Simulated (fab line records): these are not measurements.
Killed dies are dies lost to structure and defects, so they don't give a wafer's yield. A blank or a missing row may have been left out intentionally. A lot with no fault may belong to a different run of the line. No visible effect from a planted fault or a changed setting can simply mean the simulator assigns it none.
Chamber matching | flow n5Finfet | rieDiel-04 running N5_BEOL_M4_STRIP_19: 4 sister chambers
The step strips in O2. 16 wafers are shown with their chamber, then 8 later ones without.

## EACH WAFER AND ITS CHAMBER
wafer  | chamber | showerheadPlenumPTorr (Torr) | drypumpMotorCurrentA (A) | throttleValvePct (%)
L077.2 | 0       | 1.99                         | 5.8                      | 16.93
L077.5 | 3       | 2.17                         | 6.0                      | 16.60
L077.6 | 2       | 1.98                         | 5.3                      | 17.00
L078.2 | 2       | 1.98                         | 5.3                      | 17.02
L078.3 | 0       | 1.98                         | 5.8                      | 16.94
L078.6 | 1       | 2.11                         | 6.2                      | 17.02
L081.4 | 0       | 1.98                         | 5.7                      | 16.97
L081.5 | 2       | 1.98                         | 5.3                      | 17.02
L081.6 | 1       | 2.11                         | 6.2                      | 17.06
L084.1 | 0       | 1.98                         | 5.8                      | 16.97
L084.3 | 3       | 2.16                         | 6.1                      | 16.63
L084.5 | 3       | 2.16                         | 6.0                      | 16.63
L087.2 | 3       | 2.16                         | 6.0                      | 16.64
L087.4 | 3       | 2.16                         | 6.0                      | 16.63
L087.6 | 3       | 2.16                         | 6.0                      | 16.64
L092.3 | 3       | 2.16                         | 6.0                      | 16.66

SIGNATURES (averages over the wafers above)
reading               | chamber 0 | chamber 1 | chamber 2 | chamber 3 | scatter within a chamber
showerheadPlenumPTorr | 1.9825    | 2.1100    | 1.9800    | 2.1614    | 0.00366
drypumpMotorCurrentA  | 5.775     | 6.200     | 5.300     | 6.014     | 0.0366
throttleValvePct      | 16.9525   | 17.0400   | 17.0133   | 16.6329   | 0.0189
Rule: for each reading, subtract the chamber's mean from the wafer's reading, divide by that reading's scatter and square the result; add these up over the readings and take the root, which gives the wafer's distance from the chamber. If the next closest chamber is less than 2 further off than the closest, the wafer can't be placed; otherwise it belongs to the closest. The scatter is the square root of a quotient: the sum, over the shown wafers, of each reading's squared deviation from its chamber's mean, divided by wafers minus chambers.

## WAFERS MISSING THEIR CHAMBER
wafer  | showerheadPlenumPTorr (Torr) | drypumpMotorCurrentA (A) | throttleValvePct (%)
L092.5 | 2.24                         | 5.3                      | 16.57
L092.6 | 2.10                         | 6.2                      | 17.10
L091.1 | 1.98                         | 5.7                      | 16.98
L091.2 | 2.24                         | 5.3                      | 16.57
L091.6 | 1.98                         | 5.8                      | 16.98
L094.2 | 2.10                         | 6.2                      | 17.11
L094.3 | 2.24                         | 5.3                      | 16.57
L094.6 | 2.10                         | 6.2                      | 17.10

## CHAMBER TAKEN BY EACH
wafer  | from the rows above | in truth
L092.5 | 3                   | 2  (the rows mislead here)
L092.6 | 1                   | 1
L091.1 | 0                   | 0
L091.2 | 3                   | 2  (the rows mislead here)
L091.6 | 0                   | 0
L094.2 | 1                   | 1
L094.3 | 3                   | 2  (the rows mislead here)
L094.6 | 1                   | 1
Placed correctly: 5 of 8. From these rows, 0 cannot be placed. 3 placed wrongly.
